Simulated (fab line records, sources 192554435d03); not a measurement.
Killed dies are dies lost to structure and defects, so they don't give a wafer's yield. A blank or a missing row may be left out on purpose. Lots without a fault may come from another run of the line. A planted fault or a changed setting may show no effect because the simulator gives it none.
Chamber matching | flow n5_finfet | N5_BEOL_M3_ETCH_77 on rie_diel-02: 4 sister chambers
The step etches underlayer in N2/H2, target depth 6.5 nm, time 5.2 s. 16 wafers are shown with their chamber, then 8 later ones without.

WAFERS WITH THEIR CHAMBER
wafer  | chamber | drypump_motor_current_A (A) | etch_rf_on_time_s (s) | throttle_valve_pct (%)
L075.2 | 0       | 5.0                         | 4.96                  | 17.97
L075.5 | 0       | 5.1                         | 4.98                  | 17.94
L075.6 | 3       | 6.5                         | 5.46                  | 17.89
L078.1 | 0       | 5.0                         | 4.99                  | 17.98
L078.3 | 3       | 6.5                         | 5.35                  | 17.92
L078.5 | 3       | 6.5                         | 5.33                  | 17.91
L081.1 | 1       | 6.2                         | 5.27                  | 17.87
L081.3 | 3       | 6.5                         | 5.36                  | 17.93
L081.5 | 1       | 6.2                         | 5.26                  | 17.88
L086.1 | 0       | 5.1                         | 4.87                  | 17.52
L086.2 | 3       | 6.5                         | 5.34                  | 17.94
L086.5 | 3       | 6.5                         | 5.30                  | 17.94
L089.1 | 2       | 6.7                         | 5.40                  | 18.10
L089.2 | 3       | 6.5                         | 5.32                  | 17.99
L089.4 | 0       | 5.1                         | 4.83                  | 17.53
L090.3 | 0       | 5.0                         | 4.81                  | 17.51

SIGNATURES (means of the wafers above)
reading                 | chamber 0 | chamber 1 | chamber 2 | chamber 3 | scatter within a chamber
drypump_motor_current_A | 5.050     | 6.200     | 6.700     | 6.500     | 0.0354
etch_rf_on_time_s       | 4.9067    | 5.2650    | 5.4000    | 5.3514    | 0.0632
throttle_valve_pct      | 17.7417   | 17.8750   | 18.1000   | 17.9314   | 0.159
Rule: a wafer's distance from a chamber is the root of the sum, over the readings, of the square of ((its reading less the chamber's mean) divided by the reading's scatter). The wafer belongs to the nearest chamber; if the next one is less than 2 further off, it can't be placed. The scatter: the root of (the sum of the squares of (reading less its chamber's mean) over the shown wafers, divided by (wafers less chambers)).

WAFERS WITHOUT THEIR CHAMBER
wafer  | drypump_motor_current_A (A) | etch_rf_on_time_s (s) | throttle_valve_pct (%)
L090.4 | 6.5                         | 5.37                  | 17.98
L090.6 | 6.7                         | 5.40                  | 18.10
L095.1 | 6.8                         | 5.41                  | 18.13
L095.3 | 5.0                         | 4.87                  | 17.54
L095.4 | 6.5                         | 5.34                  | 17.95
L096.2 | 5.0                         | 4.87                  | 17.53
L096.3 | 6.5                         | 5.33                  | 17.99
L096.4 | 6.7                         | 5.38                  | 18.11

WHICH CHAMBER EACH WENT THROUGH
wafer  | from the rows above | in truth
L090.4 | 3                   | 3
L090.6 | 2                   | 2
L095.1 | 2                   | 2
L095.3 | 0                   | 0
L095.4 | 3                   | 3
L096.2 | 0                   | 0
L096.3 | 3                   | 3
L096.4 | 2                   | 2
Placed correctly: 8 of 8. Can't be placed from these rows: 0. Placed wrongly: 0.
